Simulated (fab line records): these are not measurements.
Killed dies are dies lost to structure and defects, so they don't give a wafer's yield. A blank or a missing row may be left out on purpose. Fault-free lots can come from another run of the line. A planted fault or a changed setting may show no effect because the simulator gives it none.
fab line records	flow n5-finfet
[record] lots = 14	wafers = 36	last-day = 18
route steps=1938 shown BEOL_M9@1467 BEOL_M10@1470
lots that met no fault: from a run of the same line without faults
start-h: hours from the record's opening day to when the first of the lot's shown wafers began	wait-h: hours elapsed since this lot's preceding step	" same as the row above	L1.1+2: one row covering several wafers at once	- value missing, or start not given	* or withheld: withheld	< > ~ a bound
route shown NAME@n: a module of which the file shows steps, and the number in the route of the first	usual: the fault-free wafers' mean and standard deviation	same: alike in all rows	chamber/n: place in a boat	sites: readings site by site	_std_site: standard deviation of those values	_edge_site: inner sites' mean taken away from outer sites' mean	radius-mm: for every site, how far away it sits from the centre of the wafer	mask NAME#n: copy n	behind: the tool/chamber that last shaped the wafer	hold: cause of the lot's hold/its duration in hours/its outcome	device: which transistor (n, p or np) failed to switch	end of line: the same wafers' tests at the end of the route	a step without rows: its recipe alone	killed: dies that structure and defects cost at the first sort, which is not the same as the wafer's yield	map: the dies of a wafer, with x for killed, . for not killed, _ for no die there
set.NAME: the run value of the setting; set.NAME@STEP: its run value at that earlier step	model.NAME: the simulator's own value behind a step, which no gauge read
one table for each step of the route and one row for each wafer, over a sample of lots
services: the hour from which a tool's chamber was out of use, counted from the record's first day as start-h (under 0 if before that day), plus the number of hours and why
[[steps]]
[step N5_BEOL_M9_DEP_56]
[recipe] material = SiCN	target-thk-a = 150	temp-c = withheld	precursor = 3MS/NH3	pressure-torr = 3	rf-w = 202	time-s = 26.5
[usual] showerhead-plenum-p-Torr = 3.667/0.013	showerhead-vpp-V = 885/26	throttle-valve-pct = 9.09/0.29
lot.wafer	tool	chamber	start-h	wait-h	showerhead-plenum-p-Torr	showerhead-vpp-V	since-wet-clean-h	throttle-valve-pct
L360.4	pecvd-02	2	217.15	0.0	3.671	915	-	9.06
L360.6	"	2	"	"	3.671	917	-	8.95
L361.1	pecvd-03	1	226.00	0.0	3.637	874	1474	9.18
L361.2	"	0	"	"	3.667	836	749	8.87
L361.4	"	0	"	"	3.666	835	-	8.83
L363.2	pecvd-02	1	234.41	0.0	3.678	913	1845	8.68
L363.5	"	0	"	"	3.668	905	-	9.02
L363.6	"	1	"	"	3.677	887	-	8.62
L362.2	pecvd-02	2	250.69	0.0	3.674	897	382	8.97
L362.3	"	0	"	"	3.667	921	-	8.94
L365.3	pecvd-03	2	252.20	0.0	3.660	830	21	8.76
L365.4	"	2	"	"	3.660	833	-	8.96
L365.6	"	1	"	"	3.631	877	-	9.57
L368.3	pecvd-04	0	276.38	0.0	3.665	874	1343	8.77
L368.4	"	2	"	"	3.674	871	-	8.89
L368.6	"	1	"	"	3.685	889	-	9.52
L364.1	pecvd-04	0	280.53	0.0	3.670	889	1347	8.82
L364.4	"	0	"	"	3.668	880	-	8.85
L364.5	"	1	"	"	3.666	891	-	9.66
L369.5	pecvd-02	1	285.13	0.0	3.682	883	-	8.96
L369.6	"	0	"	"	3.668	912	-	8.79
L375.2	pecvd-04	0	341.57	0.0	3.676	889	1408	9.19
L375.4	"	2	"	"	3.669	875	-	9.07
L375.6	"	1	"	"	3.673	897	-	9.50
L377.1	pecvd-04	2	345.38	0.0	3.680	875	658	8.62
L377.2	"	1	"	"	3.670	900	2137	9.35
L377.4	"	0	"	"	3.674	884	-	9.18
L381.2	pecvd-04	2	360.17	0.0	3.684	879	673	8.95
L381.4	"	1	"	"	3.676	885	-	9.55
L380.3	pecvd-03	1	360.75	0.0	3.634	882	1608	9.45
L380.5	"	0	"	"	3.653	852	-	9.02
L383.2	pecvd-03	0	366.49	0.0	3.672	859	889	9.08
L383.4	"	2	"	"	3.667	845	-	8.83
L382.4	pecvd-03	1	367.28	0.0	3.639	886	-	9.30
L382.5	"	2	"	"	3.663	836	-	8.48
L382.6	"	0	"	"	3.663	853	-	9.28
[step N5_BEOL_M10_ILD_DEP_00]
[recipe] material = SiCOH_lowk	target-thk-a = 3085.1	temp-c = 300	precursor = DEMS/porogen	pressure-torr = 5	rf-w = 500	time-s = 58
[usual] heater-power-w = 324/42	showerhead-plenum-p-Torr = 5.748/0.018	showerhead-vpp-V = 1345/64	throttle-valve-pct = 13.5/0.37
lot.wafer	tool	chamber	start-h	wait-h	heater-power-w	showerhead-plenum-p-Torr	showerhead-vpp-V	since-wet-clean-h	throttle-valve-pct
L360.4	pecvd-03	0	217.32	0.1	288	5.736	1352	-	13.7
L360.6	"	0	"	"	285	5.734	1365	-	13.8
L361.1	pecvd-01	1	226.16	0.0	321	5.784	1369	1655	13.1
L361.2	"	2	"	"	323	5.750	1275	175	13.8
L361.4	"	1	"	"	335	5.759	1411	-	13.2
L363.2	pecvd-02	2	234.54	0.0	259	5.750	1432	366	13.3
L363.5	"	2	"	"	269	5.743	1419	-	13.7
L363.6	"	0	"	"	327	5.735	1466	-	13.8
L362.2	pecvd-01	1	250.84	0.0	321	5.760	1386	1680	13.1
L362.3	"	0	"	"	269	5.763	1276	-	13.1
L365.3	pecvd-02	1	252.33	0.0	412	5.770	1416	1862	13.6
L365.4	"	0	"	"	329	5.749	1443	-	13.6
L365.6	"	1	"	"	406	5.747	1398	-	13.8
L368.3	pecvd-02	0	276.52	0.0	324	5.743	1461	1162	14.0
L368.4	"	1	"	"	391	5.745	1407	-	13.4
L368.6	"	2	"	"	287	5.743	1443	-	13.8
L364.1	pecvd-01	0	280.67	0.0	292	5.757	1260	985	13.3
L364.4	"	1	"	"	386	5.766	1379	-	13.7
L364.5	"	0	"	"	304	5.757	1288	-	13.7
L369.5	pecvd-03	0	285.28	0.1	244	5.742	1354	-	13.7
L369.6	"	1	"	"	331	5.705	1378	-	14.3
L375.2	pecvd-01	1	341.70	0.0	340	5.771	1405	1771	13.1
L375.4	"	0	"	"	288	5.756	1285	-	13.6
L375.6	"	1	"	"	353	5.765	1397	-	13.2
L377.1	pecvd-03	2	345.52	0.0	268	5.735	1305	114	13.5
L377.2	"	1	"	"	325	5.702	1381	1593	14.2
L377.4	"	1	"	"	339	5.707	1358	-	14.5
L381.2	pecvd-01	2	360.31	0.0	313	5.752	1292	310	13.6
L381.4	"	0	"	"	308	5.751	1279	-	13.2
L380.3	pecvd-01	0	360.88	0.0	344	5.774	1276	1065	13.3
L380.5	"	0	"	"	273	5.757	1270	-	13.1
L383.2	pecvd-01	1	366.62	0.0	352	5.761	1389	1796	13.1
L383.4	"	1	"	"	360	5.738	1399	-	13.1
L382.4	pecvd-01	1	367.43	0.1	347	5.768	1368	-	13.2
L382.5	"	2	"	"	350	5.746	1286	-	13.8
L382.6	"	0	"	"	318	5.763	1266	-	13.3
[step N5_BEOL_M10_PEB_09]
[recipe] peb-temp-c = withheld	peb-time-s = 60	resist = CAR-ArF
[usual] chill-plate-temp-C = 22.99/0.11	exhaust-pa = 44.8/0.82	peb-time-s = 60/0
lot.wafer	tool	chamber	start-h	wait-h	chill-plate-temp-C	exhaust-pa	peb-time-s
L360.4	litho-track-01	0	219.85	0.0	22.98	44.7	60
L360.6	"	0	"	"	23.03	44.4	60
L361.1	litho-track-04	0	228.76	0.1	22.98	43.9	60
L361.2	"	0	"	"	22.88	43.0	60
L361.4	"	0	"	"	23.07	44.3	60
L363.2	litho-track-04	0	236.69	0.0	23.10	45.6	60
L363.5	"	0	"	"	23.14	44.3	60
L363.6	"	0	"	"	22.94	45.4	60
L362.2	litho-track-03	0	255.45	0.0	23.25	44.9	60
L362.3	"	0	"	"	23.10	46.5	60
L365.3	litho-track-04	0	255.62	0.0	23.00	44.5	60
L365.4	"	0	"	"	23.00	44.7	60
L365.6	"	0	"	"	22.90	45.9	60
L368.3	litho-track-03	0	278.81	0.0	23.02	44.5	60
L368.4	"	0	"	"	22.98	45.4	60
L368.6	"	0	"	"	22.91	44.4	60
L364.1	litho-track-03	0	282.38	0.1	22.97	44.7	60
L364.4	"	0	"	"	23.10	45.0	60
L364.5	"	0	"	"	23.01	44.6	60
L369.5	litho-track-04	0	286.86	0.0	22.85	44.2	60
L369.6	"	0	"	"	22.92	43.4	60
L375.2	litho-track-04	-	343.98	0.0	-	-	-
L375.4	"	-	"	"	-	-	-
L375.6	"	-	"	"	-	-	-
L377.1	litho-track-01	-	347.32	0.1	-	-	-
L377.2	"	-	"	"	-	-	-
L377.4	"	-	"	"	-	-	-
L381.2	litho-track-01	0	362.39	0.0	22.75	44.8	60
L381.4	"	0	"	"	22.94	43.8	60
L380.3	litho-track-04	0	362.90	0.0	23.01	44.3	60
L380.5	"	0	"	"	23.08	44.5	60
L383.2	litho-track-03	0	370.52	0.0	23.12	45.5	60
L383.4	"	0	"	"	23.13	45.0	60
L382.4	litho-track-04	0	370.95	0.0	23.06	44.1	60
L382.5	"	0	"	"	22.98	44.6	60
L382.6	"	0	"	"	23.07	46.2	60
[step N5_BEOL_M10_ETCH_62]
[recipe] chemistry = N2/H2	target = SOC	target-depth-a = 1100	overetch-a = 220	mask-material = SiARC	temp-c = 40	time-s = 165	ion-energy-ev = 200	pressure-mtorr = 30	source-w = 840	bias-w = 150	n2-flow-sccm = 200	h2-flow-sccm = 200
[usual] bias-w = 150.0/0.47	drypump-motor-current-A = 5.7/0.4	oes-product-au = 0.71/0.063	rf-vpp-V = 524.7/2	showerhead-plenum-p-Torr = 2.57/0.067	throttle-valve-pct = 17.71/0.22
lot.wafer	tool	chamber	start-h	wait-h	bias-w	drypump-motor-current-A	oes-product-au	rf-hours-counter-h	rf-vpp-V	showerhead-plenum-p-Torr	throttle-valve-pct
L360.4	rie-diel-06	1	220.18	0.0	149.7	6.5	0.80	15	526.8	2.58	17.32
L360.6	"	3	"	"	150.3	5.7	0.73	-	524.3	2.60	17.50
L361.1	rie-diel-06	2	229.00	0.0	149.7	6.4	0.77	33	524.0	2.58	17.44
L361.2	"	0	"	"	150.5	5.4	0.58	228	519.6	2.39	17.81
L361.4	"	1	"	"	149.7	6.5	0.79	19	526.1	2.58	17.34
L363.2	rie-diel-05	3	237.28	0.0	149.8	6.1	0.58	252	521.8	2.51	18.24
L363.5	"	3	"	"	149.2	6.1	0.58	-	521.9	2.51	18.23
L363.6	"	2	"	"	150.0	5.7	0.64	-	526.4	2.67	18.01
L362.2	rie-diel-04	1	256.21	0.0	149.8	5.4	0.83	1	524.8	2.63	17.86
L362.3	"	0	"	"	150.5	5.4	0.77	19	526.9	2.58	17.62
L365.3	rie-diel-05	1	256.34	0.0	150.0	6.1	0.71	59	526.2	2.58	17.45
L365.4	"	2	"	"	149.6	5.7	0.63	-	527.9	2.67	18.03
L365.6	"	0	"	"	150.7	5.4	0.73	-	523.5	2.51	17.90
L368.3	rie-diel-04	2	279.05	0.0	150.8	5.9	0.66	147	524.8	2.64	17.78
L368.4	"	1	"	"	149.9	5.4	0.79	11	524.9	2.62	17.88
L368.6	"	2	"	"	149.8	5.9	0.66	-	526.2	2.64	17.81
L364.1	rie-diel-05	0	282.62	0.0	150.0	5.3	0.72	49	521.7	2.50	17.91
L364.4	"	0	"	"	150.6	5.3	0.73	-	523.1	2.50	17.93
L364.5	"	1	"	"	150.1	6.1	0.70	-	524.7	2.57	17.48
L369.5	rie-diel-06	0	287.53	0.1	150.1	5.4	0.57	-	518.6	2.38	17.86
L369.6	"	3	"	"	149.8	5.7	0.70	-	525.2	2.59	17.56
L375.2	rie-diel-05	2	344.54	0.0	149.8	5.7	0.62	186	526.5	2.65	18.10
L375.4	"	0	"	"	149.7	5.4	0.70	74	521.7	2.49	17.97
L375.6	"	3	"	"	149.2	6.1	0.81	-	523.6	2.51	17.80
L377.1	rie-diel-05	2	347.66	0.0	150.6	5.7	0.61	188	526.1	2.65	18.10
L377.2	"	1	"	"	149.2	6.1	0.68	99	524.8	2.56	17.53
L377.4	"	3	"	"	150.1	6.1	0.81	13	523.4	2.51	17.78
L381.2	rie-diel-06	0	362.65	0.0	150.4	5.4	0.81	13	529.3	2.69	17.47
L381.4	"	3	"	"	149.7	5.7	0.68	82	525.9	2.58	17.60
L380.3	rie-diel-04	3	363.40	0.0	149.8	5.4	0.73	32	523.2	2.48	17.70
L380.5	"	0	"	"	150.4	5.3	0.71	-	526.1	2.57	17.65
L383.2	rie-diel-06	2	370.77	0.0	149.7	6.4	0.71	76	524.7	2.56	17.52
L383.4	"	0	"	"	151.1	5.3	0.80	16	528.9	2.69	17.49
L382.4	rie-diel-04	2	371.18	0.0	150.0	5.9	0.64	182	526.8	2.62	17.86
L382.5	"	1	"	"	149.7	5.4	0.73	-	523.5	2.61	17.94
L382.6	"	2	"	"	150.0	5.9	0.63	-	526.2	2.62	17.85
[[services]]
tool	chamber	start-h	hours	kind
pecvd-03	2	202.38	-	clean
pecvd-03	2	202.38	-	consumable-replace:showerhead
pecvd-03	2	202.38	29.0	scheduled-down
pecvd-03	2	202.38	29.0	vent-cycle
rie-diel-05	-	205.16	0.7	repair
pecvd-04	1	210.67	3.4	repair
pecvd-02	1	213.54	5.5	scheduled-down
pecvd-04	1	214.10	5.5	scheduled-down
litho-track-04	-	216.19	-	consumable-replace:filter
rie-diel-05	-	218.37	0.1	repair
pecvd-03	0	237.39	5.5	scheduled-down
rie-diel-05	3	242.46	40.9	repair
pecvd-03	0	243.03	4.9	repair
pecvd-01	2	245.23	12.9	repair
pecvd-02	1	249.97	2.1	scheduled-down
rie-diel-04	1	252.29	3.0	repair
pecvd-03	2	273.09	2.1	scheduled-down
rie-diel-06	2	275.94	2.5	repair
rie-diel-05	3	283.73	-	clean
rie-diel-05	3	283.73	-	consumable-replace:focus-ring
rie-diel-05	3	283.73	26.2	scheduled-down
rie-diel-05	3	283.73	26.2	vent-cycle
pecvd-01	1	303.86	4.9	repair
pecvd-02	0	337.11	2.1	scheduled-down
[[key]]
[first-sign] step = N5_BEOL_M10_PEB_09	reading = tool-record	direction = missing
effect none on later readings
met-at N5_BEOL_M10_PEB_09
struck-lots L375,L377
later-rows-left-out L375.2,L375.4,L375.6,L377.1,L377.2,L377.4
sort-left-out L375.2,L375.4,L375.6,L377.1,L377.2,L377.4
not-acting-at N5_BEOL_M9_DEP_56,N5_BEOL_M10_ILD_DEP_00,N5_BEOL_M10_ETCH_62
onset-between 286.86 343.98
[fault] kind = skipped-step-whole	tool = litho-track-01,litho-track-04	chamber = -	onset-h = 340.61	steps = N5_BEOL_M10_PEB_09	scope = struck-lots-only
// sort-left-out: the simulated sort isn't trusted on such a fault, so these wafers' sort isn't shown, and their yield isn't known
// later-rows-left-out: the simulator's readings of these wafers behind a module that went badly wrong aren't trusted and aren't shown, but for the sort
